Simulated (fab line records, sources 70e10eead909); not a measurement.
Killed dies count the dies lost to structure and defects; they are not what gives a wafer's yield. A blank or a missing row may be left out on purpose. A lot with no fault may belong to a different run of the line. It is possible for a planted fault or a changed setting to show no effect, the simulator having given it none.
fab line records ; flow nand_harc
record: lots: 6; wafers: 18; last_day: 33
route steps=1302 shown A_BLC@1132 A_M0@1137 END@1302
lots that met no fault: taken from a fault-free run of the same line
start_h: start of the lot's first displayed wafer, in hours after the record's first day ; wait_h: hours from the lot's prior step to this one ; " repeats the value in the row above ; L1.1+2: several wafers, shown together as one row ; - no value, or no start given ; * or withheld: withheld ; < > ~ a bound
route shown NAME@n: NAME is a module with steps in the file, n the number in the route of the first one ; usual: the fault-free wafers' mean and standard deviation ; same: alike in all rows ; chamber/n: place in a boat ; sites: readings site by site ; _std_site: standard deviation of those values ; _edge_site: inner sites' mean taken away from outer sites' mean ; radius_mm: for every site, how far away it sits from the centre of the wafer ; mask NAME#n: copy n ; behind: the most recent tool/chamber to have shaped the wafer ; hold: the reason the lot was held/the length of the hold in hours/how it ended ; device: names the non-switching transistor (n, p or np) ; end of line: at the end of the route, the tests of the same wafers ; a step with no rows: only its recipe ; killed: not the wafer's yield, but the dies lost to structure and defects at the first sort ; map: dies across one wafer; x = killed, . = not, _ = none there
set.NAME: the setting that was run; set.NAME@STEP: the one run at that earlier step ; model.NAME: the simulator's own value behind a step, which no gauge read
lots at selected steps of the route; one table per step, one row per wafer
services: from which hour (start_h, from the record's first day; less than 0 if before it) a tool's chamber was out of use, for how many hours, and why
== steps ==
step: NHARC_A_BLC_CVD_24
recipe: target_thk_a: 1500; temp_c: 300; pressure_torr: 40; wf6_flow_sccm: 40; h2_flow_sccm: 1600; ar_flow_sccm: 1560; time_s: 434; material: W
usual: heater_power_w: 478/41; throttle_valve_pct: 8.13/0.25
same: time_s: 434
lot.wafer;tool;chamber;start_h;wait_h;heater_power_w;throttle_valve_pct
L245.2;cvd_w-01;0;-;-;552;8.15
L245.4;cvd_w-01;1;-;-;531;8.44
L245.3;cvd_w-01;0;-;-;548;8.46
L248.1;cvd_w-01;0;-;-;549;8.19
L248.2;cvd_w-01;1;-;-;535;7.92
L248.5;cvd_w-01;1;-;-;534;8.28
L253.2;cvd_w-02;1;-;-;438;8.09
L253.1;cvd_w-02;0;-;-;453;8.20
L253.4;cvd_w-02;1;-;-;443;8.17
L255.2;cvd_w-01;0;-;-;497;8.09
L255.1;cvd_w-01;1;-;-;507;8.52
L255.4;cvd_w-01;1;-;-;525;8.44
L259.4;cvd_w-02;0;-;-;429;8.34
L259.6;cvd_w-02;0;-;-;413;8.15
L259.5;cvd_w-02;1;-;-;472;7.71
L265.4;cvd_w-02;1;-;-;458;7.76
L265.3;cvd_w-02;0;-;-;425;8.20
L265.6;cvd_w-02;0;-;-;445;8.50
step: NHARC_A_BLC_CMP_25
recipe: t_overpolish_s: 30; target_thk_nm: 150
usual: motor_current_A: 11.8/0.96; overpolish_run_s: 30.001/0.0089; time_to_endpoint_s: 29.7/2.8
lot.wafer;tool;chamber;start_h;wait_h;motor_current_A;overpolish_run_s;time_to_endpoint_s
L245.2;cmp-04;1;516.33;0.4;11.8;29.992;32.2
L245.3;cmp-04;2;516.33;0.4;11.7;29.997;25.2
L245.4;cmp-04;3;516.33;0.4;12.1;29.998;31.7
L248.1;cmp-01;0;546.36;0.5;11.3;30.002;33.0
L248.2;cmp-01;2;546.36;0.5;12.7;29.998;33.0
L248.5;cmp-01;0;546.36;0.5;10.7;29.994;36.0
L253.4;cmp-02;3;613.43;0.3;11.9;29.993;29.2
L253.1;cmp-02;0;613.43;0.3;12.9;30.002;33.9
L253.2;cmp-02;1;613.43;0.3;9.9;29.996;32.1
L255.1;cmp-01;3;616.95;0.4;14.1;29.994;26.7
L255.2;cmp-01;0;616.95;0.4;10.8;30.009;32.7
L255.4;cmp-01;2;616.95;0.4;12.0;30.006;26.3
L259.4;cmp-04;2;662.36;0.3;11.0;29.984;23.0
L259.5;cmp-04;2;662.36;0.3;10.6;29.998;24.3
L259.6;cmp-04;3;662.36;0.3;12.1;30.015;27.6
L265.4;cmp-02;1;738.89;0.3;9.8;30.009;28.4
L265.3;cmp-02;2;738.89;0.3;12.8;30.000;29.7
L265.6;cmp-02;0;738.89;0.3;12.9;29.991;27.8
step: NHARC_A_BLC_SRD_27
step: NHARC_A_BLC_INSPECT_28
usual: raw_defect_count: 542/130
lot.wafer;tool;chamber;start_h;wait_h;raw_defect_count
L245.2;defect_inspect-01;-;516.73;0.1;998
L245.3;defect_inspect-01;-;516.73;0.1;549
L245.4;defect_inspect-01;-;516.73;0.1;395
L248.1;defect_inspect-01;-;546.74;0.1;488
L248.2;defect_inspect-01;-;546.74;0.1;728
L248.5;defect_inspect-01;-;546.74;0.1;433
L253.1;defect_inspect-01;-;613.84;0.1;289
L253.2;defect_inspect-01;-;613.84;0.1;574
L253.4;defect_inspect-01;-;613.84;0.1;589
L255.1;defect_inspect-02;-;617.36;0.1;491
L255.2;defect_inspect-02;-;617.36;0.1;476
L255.4;defect_inspect-02;-;617.36;0.1;484
L259.4;defect_inspect-02;-;662.77;0.1;651
L259.5;defect_inspect-02;-;662.77;0.1;660
L259.6;defect_inspect-02;-;662.77;0.1;588
L265.3;defect_inspect-01;-;739.27;0.1;528
L265.4;defect_inspect-01;-;739.27;0.1;895
L265.6;defect_inspect-01;-;739.27;0.1;567
step: NHARC_A_M0_DEP_00
recipe: target_thk_a: 1500; target_thk_nm: 150; temp_c: withheld; pressure_torr: 5; flow_sccm: 200; rf_w: 600; material: SiOC
step: NHARC_A_M0_DEHYDRATE_01
recipe: temp_c: 150; time_s: 120
step: NHARC_A_M0_HMDS_02
recipe: time_s: 30
step: NHARC_A_M0_COAT_33
recipe: temp_c: 200; time_s: 65
step: NHARC_A_M0_COAT_03
recipe: spin_rpm: 1500; resist_thk_nm: 90
step: NHARC_A_M0_SOFTBAKE_04
recipe: temp_c: 105; time_s: 55
step: NHARC_A_M0_EBR_05
step: NHARC_A_M0_EXPOSE_06
recipe: na: 1.35; target_cd_nm: 80; dose_mj: 83.25; mask_id: A_M0
usual: exposure_dose_mJ_cm2: 83.15/0.079
lot.wafer;tool;chamber;start_h;wait_h;mask;exposure_dose_mJ_cm2
L245.2;arfi_scanner-03;0;517.50;-;A_M0#0;83.27
L245.3;arfi_scanner-03;0;517.50;-;A_M0#0;83.16
L245.4;arfi_scanner-03;0;517.50;-;A_M0#0;83.23
L248.1;arfi_scanner-02;0;547.50;-;A_M0#0;83.07
L248.2;arfi_scanner-02;0;547.50;-;A_M0#0;83.10
L248.5;arfi_scanner-02;0;547.50;-;A_M0#0;83.14
L253.1;arfi_scanner-02;0;614.60;-;A_M0#0;126.73
L253.2;arfi_scanner-02;0;614.60;-;A_M0#0;126.90
L253.4;arfi_scanner-02;0;614.60;-;A_M0#0;126.81
L255.1;arfi_scanner-02;0;617.99;-;A_M0#0;118.48
L255.2;arfi_scanner-02;0;617.99;-;A_M0#0;118.47
L255.4;arfi_scanner-02;0;617.99;-;A_M0#0;118.55
L259.4;arfi_scanner-01;0;663.55;-;A_M0#0;83.18
L259.5;arfi_scanner-01;0;663.55;-;A_M0#0;83.04
L259.6;arfi_scanner-01;0;663.55;-;A_M0#0;83.06
L265.3;arfi_scanner-03;0;740.53;-;A_M0#0;83.03
L265.4;arfi_scanner-03;0;740.53;-;A_M0#0;83.15
L265.6;arfi_scanner-03;0;740.53;-;A_M0#0;83.11
step: NHARC_A_M0_PEB_07
recipe: peb_temp_c: 100; peb_time_s: 65
step: NHARC_A_M0_DEVELOP_08
recipe: develop_time_s: 35; dev_temp_c: 23
step: NHARC_A_M0_CD_MEAS_09
recipe: target_cd_nm: 80; landing_energy_ev: 500
usual: cd_nm: 79.6/0.7
lot.wafer;tool;chamber;start_h;wait_h;cd_nm
L245.2;cd_sem-01;0;517.64;-;79.8
L245.3;cd_sem-01;0;517.64;-;79.5
L245.4;cd_sem-01;0;517.64;-;79.5
L248.1;cd_sem-03;0;547.64;-;79.7
L248.2;cd_sem-03;0;547.64;-;79.0
L248.5;cd_sem-03;0;547.64;-;79.6
L253.1;cd_sem-03;0;614.74;-;108.3
L253.2;cd_sem-03;0;614.74;-;108.2
L253.4;cd_sem-03;0;614.74;-;108.3
L255.1;cd_sem-03;0;618.13;-;103.9
L255.2;cd_sem-03;0;618.13;-;103.5
L255.4;cd_sem-03;0;618.13;-;103.0
L259.4;cd_sem-02;0;663.68;-;79.7
L259.5;cd_sem-02;0;663.68;-;79.8
L259.6;cd_sem-02;0;663.68;-;79.6
L265.3;cd_sem-03;0;740.67;-;79.8
L265.4;cd_sem-03;0;740.67;-;79.2
L265.6;cd_sem-03;0;740.67;-;79.2
step: NHARC_A_M0_OVL_MEAS_10
recipe: pitch_nm: 160
usual: overlay_x_nm: -0.2/0.92; overlay_y_nm: 0.0/0.8
lot.wafer;tool;chamber;start_h;wait_h;overlay_x_nm;overlay_y_nm
L245.2;overlay-02;-;517.73;-;0.3;-0.3
L245.3;overlay-02;-;517.73;-;0.0;0.5
L245.4;overlay-02;-;517.73;-;0.1;0.5
L248.1;overlay-01;-;547.73;-;-0.1;1.0
L248.2;overlay-01;-;547.73;-;-0.2;0.9
L248.5;overlay-01;-;547.73;-;-0.6;0.7
L253.1;overlay-02;-;614.83;-;0.7;-1.4
L253.2;overlay-02;-;614.83;-;1.2;-0.9
L253.4;overlay-02;-;614.83;-;0.7;-0.7
L255.1;overlay-01;-;618.22;-;-0.1;0.8
L255.2;overlay-01;-;618.22;-;-0.2;0.8
L255.4;overlay-01;-;618.22;-;-0.9;0.6
L259.4;overlay-02;-;663.76;-;-0.3;0.2
L259.5;overlay-02;-;663.76;-;-0.4;0.1
L259.6;overlay-02;-;663.76;-;-0.5;0.2
L265.3;overlay-02;-;740.75;-;-0.4;1.5
L265.4;overlay-02;-;740.75;-;-1.0;1.6
L265.6;overlay-02;-;740.75;-;-0.5;1.0
step: NHARC_A_M0_INSPECT_11
usual: raw_defect_count: 80/32
lot.wafer;tool;chamber;start_h;wait_h;raw_defect_count
L245.2;defect_inspect-02;-;517.76;0.0;64
L245.3;defect_inspect-02;-;517.76;0.0;70
L245.4;defect_inspect-02;-;517.76;0.0;51
L248.1;defect_inspect-01;-;547.77;0.0;47
L248.2;defect_inspect-01;-;547.77;0.0;69
L248.5;defect_inspect-01;-;547.77;0.0;59
L253.1;defect_inspect-02;-;614.86;0.0;42
L253.2;defect_inspect-02;-;614.86;0.0;34
L253.4;defect_inspect-02;-;614.86;0.0;27
L255.1;defect_inspect-01;-;618.26;0.0;69
L255.2;defect_inspect-01;-;618.26;0.0;79
L255.4;defect_inspect-01;-;618.26;0.0;62
L259.4;defect_inspect-02;-;663.80;0.0;100
L259.5;defect_inspect-02;-;663.80;0.0;120
L259.6;defect_inspect-02;-;663.80;0.0;112
L265.3;defect_inspect-01;-;740.79;0.0;116
L265.4;defect_inspect-01;-;740.79;0.0;108
L265.6;defect_inspect-01;-;740.79;0.0;115
step: NHARC_A_M0_DESCUM_14
recipe: time_s: 3; o2_flow_sccm: 200; ar_flow_sccm: 0; bias_power_w: 0; chemistry: O2
usual: drypump_motor_current_A: 5.7/0.31; o2_flow_sccm: 200.0/0.63; oes_product_au: 1.000/0.0082; rf_vpp_V: 57.6/0.83; showerhead_plenum_p_Torr: 1.86/0.055; throttle_valve_pct: 11.311/0.0085
same: time_s: 3
lot.wafer;tool;chamber;start_h;wait_h;drypump_motor_current_A;o2_flow_sccm;oes_product_au;rf_hours_counter_h;rf_vpp_V;showerhead_plenum_p_Torr;throttle_valve_pct;model.A_M0.cd_nm
L245.3;rie_diel-01;2;517.83;0.1;5.3;200.0;0.993;5.5;57.4;1.92;11.326;79.3
L245.2;rie_diel-01;3;517.83;0.1;5.6;198.7;0.996;6.1;57.4;1.86;11.311;80.48
L245.4;rie_diel-01;1;517.83;0.1;5.3;200.6;1.000;5.9;58.2;1.85;11.312;78.96
L248.1;rie_diel-05;0;547.84;0.1;5.4;199.4;0.996;7.4;58.7;1.87;11.314;79.31
L248.2;rie_diel-05;2;547.84;0.1;5.5;200.5;1.001;6.6;58.9;1.98;11.310;79.6
L248.5;rie_diel-05;3;547.84;0.1;5.3;199.3;0.985;-;57.5;1.86;11.313;79.44
L253.4;rie_diel-02;3;614.92;0.1;6.0;199.5;1.008;1.2;57.9;1.83;11.316;107.3
L253.1;rie_diel-02;1;614.92;0.1;6.0;199.3;1.010;1.1;57.3;1.80;11.317;107.8
L253.2;rie_diel-02;2;614.92;0.1;6.0;200.4;1.009;1.0;58.5;1.80;11.304;108.5
L255.4;rie_diel-02;1;618.33;0.1;6.0;199.4;1.009;1.1;58.7;1.80;11.310;102.7
L255.2;rie_diel-02;2;618.33;0.1;6.0;199.9;0.998;1.1;57.6;1.80;11.297;103.8
L255.1;rie_diel-02;3;618.33;0.1;6.0;200.3;1.001;1.2;57.7;1.83;11.307;103.7
L259.4;rie_diel-02;0;663.86;0.1;5.6;199.4;1.013;4.3;56.4;1.84;11.312;79.36
L259.6;rie_diel-02;3;663.86;0.1;5.9;199.6;0.996;-;57.3;1.83;11.308;79.14
L259.5;rie_diel-02;0;663.86;0.1;5.6;200.2;1.016;-;57.1;1.84;11.321;79.59
L265.3;rie_diel-02;0;740.86;0.1;5.6;201.0;1.016;7.6;58.3;1.84;11.311;80.07
L265.4;rie_diel-02;1;740.86;0.1;6.0;199.7;1.005;7.8;56.8;1.80;11.300;79.13
L265.6;rie_diel-02;2;740.86;0.1;6.0;199.5;0.999;-;56.6;1.80;11.310;79.79
step: NHARC_A_M0_ETCH_34
recipe: target_depth_a: 400; overetch_a: 120; time_s: 43.94; ion_energy_ev: 200; n2_flow_sccm: 150; h2_flow_sccm: 150; ar_flow_sccm: 0; rf_w: 400; bias_w: 150; chemistry: N2/H2
usual: drypump_motor_current_A: 5.8/0.32; n2_flow_sccm: 149.9/0.44; oes_product_au: 1.001/0.0094; rf_vpp_V: 428.7/2; showerhead_plenum_p_Torr: 1.98/0.061; throttle_valve_pct: 14.171/0.0091
same: time_s: 43.94
lot.wafer;tool;chamber;start_h;wait_h;drypump_motor_current_A;n2_flow_sccm;oes_product_au;rf_hours_counter_h;rf_vpp_V;showerhead_plenum_p_Torr;throttle_valve_pct
L245.3;rie_diel-01;3;517.91;0.1;5.7;149.7;1.004;6.1;428.4;1.98;14.168
L245.4;rie_diel-01;0;517.91;0.1;6.0;149.9;0.993;6.5;432.1;2.04;14.185
L245.2;rie_diel-01;1;517.91;0.1;5.3;149.5;1.011;5.9;429.3;1.97;14.161
L248.1;rie_diel-05;0;547.93;0.1;5.4;149.8;1.015;7.4;429.8;2.00;14.166
L248.2;rie_diel-05;3;547.93;0.1;5.3;150.1;1.006;6.9;430.5;1.98;14.178
L248.5;rie_diel-05;2;547.93;0.1;5.5;149.9;1.005;-;431.6;2.11;14.170
L253.4;rie_diel-02;1;615.01;0.1;6.0;150.1;1.008;1.1;424.4;1.91;14.151
L253.1;rie_diel-02;3;615.01;0.1;6.0;149.9;0.998;1.2;428.5;1.95;14.161
L253.2;rie_diel-02;0;615.01;0.1;5.6;150.5;1.003;1.3;427.9;1.96;14.174
L255.4;rie_diel-02;1;618.41;0.1;6.0;149.0;1.013;1.1;426.9;1.91;14.168
L255.1;rie_diel-02;2;618.41;0.1;6.0;149.5;1.010;1.1;426.3;1.92;14.172
L255.2;rie_diel-02;3;618.41;0.1;6.0;149.6;1.004;1.3;426.6;1.95;14.159
L259.4;rie_diel-02;2;663.95;0.1;6.0;149.6;1.013;4.2;427.4;1.92;14.164
L259.5;rie_diel-02;0;663.95;0.1;5.6;150.7;1.017;-;427.5;1.96;14.157
L259.6;rie_diel-02;1;663.95;0.1;6.0;149.9;1.008;-;426.0;1.91;14.170
L265.3;rie_diel-02;2;740.93;0.1;6.1;149.8;1.004;8.3;426.5;1.91;14.167
L265.4;rie_diel-02;3;740.93;0.1;6.0;150.0;0.993;8.1;427.5;1.95;14.178
L265.6;rie_diel-02;3;740.93;0.1;6.0;150.1;0.996;-;426.9;1.95;14.172
step: NHARC_A_M0_ETCH_15
recipe: target_depth_a: 1500; overetch_a: 150; time_s: 82.5; c4f8_flow_sccm: withheld; ar_flow_sccm: 400; rf_w: 600; bias_w: 300; chemistry: C4F8/Ar
usual: oes_product_au: 0.948/0.024; rf_vpp_V: 439.2/2
same: time_s: 82.5
lot.wafer;tool;chamber;start_h;wait_h;oes_product_au;rf_hours_counter_h;rf_vpp_V;model.A_M0.cd_nm
L245.2;rie_diel-01;1;-;-;0.920;6.0;439.5;80.21
L245.4;rie_diel-01;2;-;-;0.919;5.5;439.3;78.55
L245.3;rie_diel-01;3;-;-;0.933;6.1;439.1;79.13
L248.1;rie_diel-05;0;-;-;0.918;7.4;440.6;79.64
L248.2;rie_diel-05;2;-;-;0.926;6.6;441.7;79.49
L248.5;rie_diel-05;3;-;-;0.914;-;440.8;78.8
L253.4;rie_diel-02;2;-;-;0.971;1.0;437.5;107.6
L253.2;rie_diel-02;3;-;-;0.954;1.2;438.7;108.1
L253.1;rie_diel-02;0;-;-;0.974;1.3;439.2;107.9
L255.1;rie_diel-02;2;-;-;0.983;1.1;439.1;104.2
L255.4;rie_diel-02;3;-;-;0.981;1.3;439.2;102.9
L255.2;rie_diel-02;0;-;-;0.977;1.3;438.0;104
L259.4;rie_diel-02;2;-;-;0.984;4.2;437.2;79.55
L259.5;rie_diel-02;1;-;-;0.979;-;439.6;79.34
L259.6;rie_diel-02;2;-;-;0.979;-;438.7;79.14
L265.4;rie_diel-02;1;-;-;0.983;7.8;437.0;79.31
L265.3;rie_diel-02;3;-;-;0.957;8.2;439.3;80.24
L265.6;rie_diel-02;1;-;-;0.980;-;436.3;79.93
step: NHARC_A_M0_CD_MEAS_16
usual: cd_nm: 79.5/0.87
lot.wafer;tool;chamber;start_h;wait_h;cd_nm
L245.2;cd_sem-01;-;518.13;-;80.4
L245.3;cd_sem-01;-;518.13;-;79.2
L245.4;cd_sem-01;-;518.13;-;78.6
L248.1;cd_sem-02;-;548.17;-;79.7
L248.2;cd_sem-02;-;548.17;-;79.3
L248.5;cd_sem-02;-;548.17;-;78.9
L253.1;cd_sem-03;-;615.22;-;108.0
L253.2;cd_sem-03;-;615.22;-;108.1
L253.4;cd_sem-03;-;615.22;-;107.6
L255.1;cd_sem-02;-;618.62;-;104.2
L255.2;cd_sem-02;-;618.62;-;104.2
L255.4;cd_sem-02;-;618.62;-;102.8
L259.4;cd_sem-03;-;664.16;-;79.5
L259.5;cd_sem-03;-;664.16;-;79.4
L259.6;cd_sem-03;-;664.16;-;79.1
L265.3;cd_sem-01;-;741.15;-;80.3
L265.4;cd_sem-01;-;741.15;-;79.3
L265.6;cd_sem-01;-;741.15;-;80.1
step: NHARC_END_SORT_01
recipe: temp_c: 25
usual: defect_limited_yield: 91.6/2.5; killed_at_array: 52/18; killed_at_other: 1.2/1.5; killed_at_periphery: 4/3.2; killed_dies: 57/17; killed_open: 3.1/1.9; killed_short: 2.5/1.7; sort_bin_2_pct: 3.0/1.1; sort_bin_3_pct: 0.6/0.36; sort_bin_4_pct: 4.9/1.5; sort_n_pass: 620/17; sort_rim_yield_pct: 91/3.8; sort_yield_pct: 91.6/2.5
same: gross_dies: 677; sort_bin_5_pct[%]: 0; sort_bin_6_pct[%]: 0; sort_bin_7_pct[%]: 0; sort_bin_8_pct[%]: 0; sort_rim_n_gross: 106.00
lot.wafer;tool;chamber;start_h;wait_h;defect_limited_yield[%];killed_at_array;killed_at_other;killed_at_periphery;killed_dies;killed_open;killed_short;sort_bin_2_pct[%];sort_bin_3_pct[%];sort_bin_4_pct[%];sort_n_pass;sort_rim_yield_pct[%];sort_yield_pct[%]
L245.2;prober-02;0;555.54;2.8;94.2;32;6;1;39;5;0;2.4;0.7;2.7;638;88;94.2
L245.3;prober-02;0;556.34;3.1;95.1;31;1;1;33;1;2;2.1;0.6;2.2;644;92;95.1
L245.4;prober-02;0;557.14;3.4;93.4;37;5;3;45;2;1;2.1;0;4.6;632;93;93.4
L255.1;prober-02;0;663.56;2.5;91.9;52;2;1;55;10;1;2.7;0.6;4.9;622;93;91.9
L255.2;prober-02;0;664.35;2.8;92.6;46;0;4;50;5;3;1.9;1.0;4.4;627;88;92.6
L255.4;prober-02;0;665.93;3.4;92.5;45;3;3;51;0;4;2.2;0.7;4.6;626;91;92.5
L259.4;prober-01;0;705.50;3.4;91.4;57;0;1;58;4;1;3.4;1.3;3.8;619;88;91.4
L259.5;prober-01;0;706.29;3.7;90.8;60;0;2;62;3;1;3.7;0.9;4.6;615;92;90.8
L259.6;prober-01;0;707.08;4.0;91.9;55;0;0;55;2;1;3.5;0.1;4.4;622;93;91.9
L265.3;prober-02;0;783.13;3.1;90.7;53;1;9;63;3;3;4.7;0.3;4.3;614;86;90.7
L265.4;prober-02;0;783.94;3.4;89.5;61;3;7;71;3;4;3.8;1.0;5.6;606;97;89.5
L265.6;prober-02;0;785.56;4.0;87.6;75;3;6;84;3;1;4.1;0.6;7.7;593;90;87.6
killed by level:class
L245.2 A_CHANNEL_HOLE_D1:chamber_film_flake=22 THIN_TSV:chamber_film_flake=6 A_CHANNEL_HOLE_D2:chamber_film_flake=4 A_ONON_D1:geometric_particle:open=1 A_CHANNEL_FILL_D2:geometric_particle:open=1 A_WL_FILL:geometric_particle:open=1 A_BLC:geometric_particle:open=1 A_M0:geometric_particle:open=1
L245.3 A_CHANNEL_HOLE_D1:chamber_film_flake=20 A_CHANNEL_HOLE_D2:chamber_film_flake=4 A_CONTACT:chamber_film_flake=2 A_CHANNEL_HOLE_D1:geometric_particle:short=1 A_DECK1_JOINT:geometric_particle:short=1 A_ONON_D2:geometric_particle:open=1 P_CONTACT:chamber_film_flake=1 A_CHANNEL_FILL_D2:chamber_film_flake=1
L245.4 A_CHANNEL_HOLE_D1:chamber_film_flake=29 THIN_TSV:chamber_film_flake=5 A_CHANNEL_HOLE_D2:chamber_film_flake=2 A_CHANNEL_FILL_D1:geometric_particle:short=1 A_CHANNEL_FILL_D1:geometric_particle:open=1 A_DECK1_JOINT:geometric_particle:open=1 P_ZERO_WELL:chamber_film_flake=1 P_GATE:chamber_film_flake=1
L255.1 A_CHANNEL_HOLE_D1:chamber_film_flake=24 A_CONTACT:chamber_film_flake=11 A_CHANNEL_HOLE_D2:chamber_film_flake=4 A_CHANNEL_FILL_D2:geometric_particle:open=3 A_SOURCE_PLATE:geometric_particle:open=2 A_WL_FILL:chamber_film_flake=2 A_M0:area_expose=2 P_M0:geometric_particle:open=1
L255.2 A_CHANNEL_HOLE_D1:chamber_film_flake=22 A_M0:area_expose=5 A_CHANNEL_HOLE_D2:chamber_film_flake=3 P_ZERO_WELL:chamber_film_flake=2 A_CHANNEL_FILL_D1:chamber_film_flake=2 A_STAIRCASE:chamber_film_flake=2 A_CONTACT:chamber_film_flake=2 A_BONDPAD:chamber_film_flake=2
L255.4 A_CHANNEL_HOLE_D1:chamber_film_flake=31 A_CONTACT:chamber_film_flake=8 A_CHANNEL_HOLE_D2:chamber_film_flake=3 THIN_TSV:chamber_film_flake=3 P_STI:geometric_particle:short=2 A_DECK1_JOINT:geometric_particle:short=1 A_M0:geometric_particle:short=1 P_ZERO_WELL:chamber_film_flake=1
L259.4 A_SLIT:chamber_film_flake=27 A_CHANNEL_HOLE_D1:chamber_film_flake=16 A_WL_FILL:chamber_film_flake=4 A_CHANNEL_FILL_D2:chamber_film_flake=4 A_M0:geometric_particle:open=2 A_CONTACT:chamber_film_flake=2 P_GATE:geometric_particle:short=1 A_ONON_D1:geometric_particle:open=1
L259.5 A_SLIT:chamber_film_flake=28 A_CHANNEL_HOLE_D1:chamber_film_flake=26 A_CHANNEL_FILL_D2:chamber_film_flake=2 P_GATE:geometric_particle:open=1 P_M0:geometric_particle:short=1 A_CHANNEL_HOLE_D2:geometric_particle:open=1 A_M0:geometric_particle:open=1 A_DECK1_JOINT:chamber_film_flake=1
L259.6 A_SLIT:chamber_film_flake=31 A_CHANNEL_HOLE_D1:chamber_film_flake=16 A_WL_FILL:chamber_film_flake=3 A_ONON_D1:geometric_particle:short=1 A_CONTACT:geometric_particle:open=1 A_BLC:geometric_particle:open=1 A_CHANNEL_FILL_D2:chamber_film_flake=1 A_STAIRCASE:chamber_film_flake=1
L265.3 A_SLIT:chamber_film_flake=22 A_CHANNEL_HOLE_D2:chamber_film_flake=20 P_GATE:chamber_film_flake=8 A_CONTACT:chamber_film_flake=3 A_ZERO_WELL:chamber_film_flake=2 P_CONTACT:geometric_particle:open=1 A_ONON_D1:geometric_particle:open=1 A_ONON_D1:geometric_particle:short=1
L265.4 A_CHANNEL_HOLE_D2:chamber_film_flake=23 A_SLIT:chamber_film_flake=17 P_GATE:chamber_film_flake=5 A_CONTACT:chamber_film_flake=4 A_STAIRCASE:chamber_film_flake=4 THIN_TSV:chamber_film_flake=3 A_DECK1_JOINT:geometric_particle:short=2 P_STI:chamber_film_flake=2
L265.6 A_CHANNEL_HOLE_D2:chamber_film_flake=31 A_SLIT:chamber_film_flake=29 A_CONTACT:chamber_film_flake=7 P_GATE:chamber_film_flake=5 THIN_TSV:chamber_film_flake=3 A_STAIRCASE:chamber_film_flake=3 P_M0:geometric_particle:open=1 A_CONTACT:geometric_particle:open=1
== services ==
tool;chamber;start_h;hours;kind
arfi_scanner-02;-;497.82;2.5;repair
cmp-01;-;498.05;0.9;repair
cmp-04;-;503.60;4.0;pm
rie_diel-02;-;517.84;0.4;repair
cmp-04;-;518.14;4.0;repair
cmp-02;-;526.50;4.0;pm
arfi_scanner-03;-;541.30;4.0;pm
rie_diel-05;1;545.71;4.2;repair
cvd_w-01;-;547.08;13.0;pm
rie_diel-05;1;552.08;10.0;repair
rie_diel-01;-;557.80;9.0;pm
rie_diel-02;-;570.70;9.0;pm
rie_diel-05;0;572.87;14.0;repair
rie_diel-05;-;583.60;9.0;pm
rie_diel-05;2;617.42;7.7;repair
rie_diel-01;0;621.67;9.4;repair
cvd_w-02;-;631.15;13.0;pm
rie_diel-02;0;637.12;3.6;repair
cvd_w-01;1;655.49;5.1;repair
rie_diel-05;0;656.66;4.6;repair
arfi_scanner-02;-;657.61;4.0;pm
cvd_w-02;0;712.23;1.6;repair
cvd_w-01;-;728.08;13.0;pm
rie_diel-01;-;734.80;9.0;pm
== key ==
first_sign: step: NHARC_A_M0_EXPOSE_06; reading: exposure_dose_mJ_cm2; direction: up; sigmas: 99+; usual: 83.15; struck: 122.66
effect: step: NHARC_A_M0_CD_MEAS_09; reading: cd_nm; direction: up; sigmas: 37; usual: 79.6; struck: 105.9; through: control_loop
effect: step: NHARC_A_M0_CD_MEAS_16; reading: cd_nm; direction: up; sigmas: 30; usual: 79.5; struck: 105.8; through: control_loop
model_effect: step: NHARC_A_M0_DESCUM_14; value: A_M0.cd_nm; without: 80.28; struck: 105.6
model_effect: step: NHARC_A_M0_ETCH_15; value: A_M0.cd_nm; without: 80.44; struck: 105.8
met_at NHARC_A_M0_EXPOSE_06
struck_wafers L253.1,L253.2,L253.4,L255.1,L255.2,L255.4
sort_left_out L253.1,L253.2,L253.4
loop_trim: step: NHARC_A_M0_EXPOSE_06; setting: dose; lots: L255
onset_between 547.50 614.60
fault: kind: process_parameter_drift; tool: arfi_scanner-02; chamber: -; onset_h: 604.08; steps: NHARC_A_M0_EXPOSE_06; channel: dose_mj; offset: 43.627; shape: step; acts_in: these_recipes_only; stated: 83.25
sort_left_out: the simulated sort isn't trusted on such a fault, so these wafers' sort isn't shown, and their yield isn't known
loop_trim: a control loop set the setting to another value than it would have without faults
